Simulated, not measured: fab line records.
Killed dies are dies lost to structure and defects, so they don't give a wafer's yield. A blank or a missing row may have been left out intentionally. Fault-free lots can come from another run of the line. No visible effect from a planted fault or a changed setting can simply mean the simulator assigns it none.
Split-lot experiment -- flow n5_finfet -- route with 1938 steps; 7 lots, 21 wafers read

## THE SPLIT ITSELF
At N5_FIN_SAQP_PECVD_06 (deposits a-Si from SiH4/He, target thk 60 nm, time 48.1 s), the setting time_s was moved away from the recipe's 48.1 s on 6 of the 21 wafers read, by -10.3% to +11.9%. The other wafers ran this setting at the recipe's value.

## FROM THE SPLIT TO THE READING: what the file shows between them, 7 steps
- N5_FIN_SAQP_THK_MEAS_07
- N5_FIN_SAQP_EXPOSE_13: exposes mask FIN CORE, target cd 35.6 nm (also split here: dose_mj)
- N5_FIN_SAQP_PEB_14: peb time 60 s
- N5_FIN_SAQP_DEVELOP_15: develop time 30 s
- N5_FIN_SAQP_CD_MEAS_16: target cd 35.6 nm
- N5_FIN_SAQP_HM_OPEN_73: chemistry CHF3/O2, target SiO2, stops on a-Si, target depth 12 nm, time 16.8 s
- N5_FIN_SAQP_STRIP_74: strips in CHF3/O2

## THE READING
oes_product_au, in a.u., at N5_FIN_SAQP_MANDREL_ETCH_22 (etches a-Si in HBr/Cl2, stops on SiNx, target depth 60 nm, bt time 10 s, time 30 s). A value of 0.776 a.u. with a standard deviation of 0.011 a.u. is what fault-free wafers of this fab line usually give.

wafer,"tool, chamber at the split","time_s as run, s",against the recipe,"oes_product_au, a.u.",against lot-mates on the recipe
L074.1,"pecvd-02, 0",48.1,recipe,0.782,-
L074.2,"pecvd-02, 1",48.1,recipe,0.774,-
L074.4,"pecvd-02, 2",48.1,recipe,0.791,-
L076.4,"pecvd-02, 2",45.04,-6.4%,0.748,-0.030
L076.5,"pecvd-02, 1",48.1,recipe,0.780,-
L076.6,"pecvd-02, 0",48.1,recipe,0.777,-
L078.2,"pecvd-04, 2",48.1,recipe,0.785,-
L078.4,"pecvd-04, 0",48.1,recipe,0.791,-
L078.6,"pecvd-04, 2",53.83,+11.9%,0.847,+0.059
L084.2,"pecvd-04, 1",48.1,recipe,0.753,-
L084.5,"pecvd-04, 2",48.1,recipe,0.767,-
L084.6,"pecvd-04, 1",48.1,recipe,0.769,-
L087.1,"pecvd-03, 2",48.1,recipe,0.774,-
L087.5,"pecvd-03, 0",44.7,-7.1%,0.754,-0.020
L087.6,"pecvd-03, 2",44.7,-7.1%,0.744,-0.030
L090.1,"pecvd-03, 0",48.1,recipe,0.781,-
L090.3,"pecvd-03, 2",48.1,recipe,0.769,-
L090.6,"pecvd-03, 2",48.1,recipe,0.794,-
L095.2,"pecvd-02, 0",48.1,recipe,0.767,-
L095.4,"pecvd-02, 2",43.13,-10.3%,0.730,-0.037
L095.6,"pecvd-02, 1",43.13,-10.3%,0.719,-0.048

FIT RESULTS
A straight line over all 21 wafers: oes_product_au changes by +0.00512 a.u. for each +1% of time_s; r = +0.92; the points scatter about the line by 0.01 a.u.
The same after taking each lot's own level away (the mean of its wafers on the recipe; 21 wafers): +0.00435 a.u. for each +1%; r = +0.95; scatter 0.0067 a.u.
That fit puts the effect of the largest move of time_s on the reading at 0.052 a.u.
The lots' own levels span 0.7630 to 0.7880 a.u., that is 2.3 times the standard deviation above.
Hence the slope depends on the lot-to-lot level, as the two fits are not the same.
Check: with one of the wafers moved furthest among these (+11.9%) left out of the fit, the line predicts +0.048 a.u. for it against its lot-mates. It came out at +0.059 a.u. against them.

## OTHER SPLITS ON THESE WAFERS
These wafers also went through other splits before the reading. Each is held against what the fit with the lots' levels taken away leaves over:
other split on the same wafers,wafers away from the commonest value,r with oes_product_au (lot level and that fit taken away)
N5_ZERO_LAYER_EXPOSE_08 dose_mj,7,+0.15
N5_PMOS_HMC_CHANNEL_EPI_EXPOSE_06 dose_mj,6,+0.27
N5_PMOS_HMC_CHANNEL_EPI_PEB_07 peb_temp_c,5,-0.12
N5_FIN_SAQP_EXPOSE_13 dose_mj,7,+0.03

## THE WHOLE CHAIN: every reading that the file lists as answering this split, in the file's order
step,what it does,reading,change (the file's fit),r (the file's)
N5_FIN_SAQP_PECVD_06,"deposits a-Si from SiH4/He, target thk 60 nm, time 48.1 s","a-Si_of_FIN_SAQP_PECVD_06.thk_nm (the simulator's own value, which no gauge read)",+0.602 nm for each +1% of the setting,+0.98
N5_FIN_SAQP_THK_MEAS_07,,thk_nm,withheld for each +1% of the setting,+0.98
N5_FIN_SAQP_MANDREL_ETCH_22,"etches a-Si in HBr/Cl2, stops on SiNx, target depth 60 nm, bt time 10 s, time 30 s",oes_product_au,+0.00444 a.u. for each +1% of the setting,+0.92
N5_FIN_SAQP_MANDREL_ETCH_22,"etches a-Si in HBr/Cl2, stops on SiNx, target depth 60 nm, bt time 10 s, time 30 s","etch.depth_nm (the simulator's own value, which no gauge read)",+0.602 nm for each +1% of the setting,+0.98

## FILE'S OWN FIT
oes_product_au changes by +0.00444 a.u. for each +1% of time_s, r = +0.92.
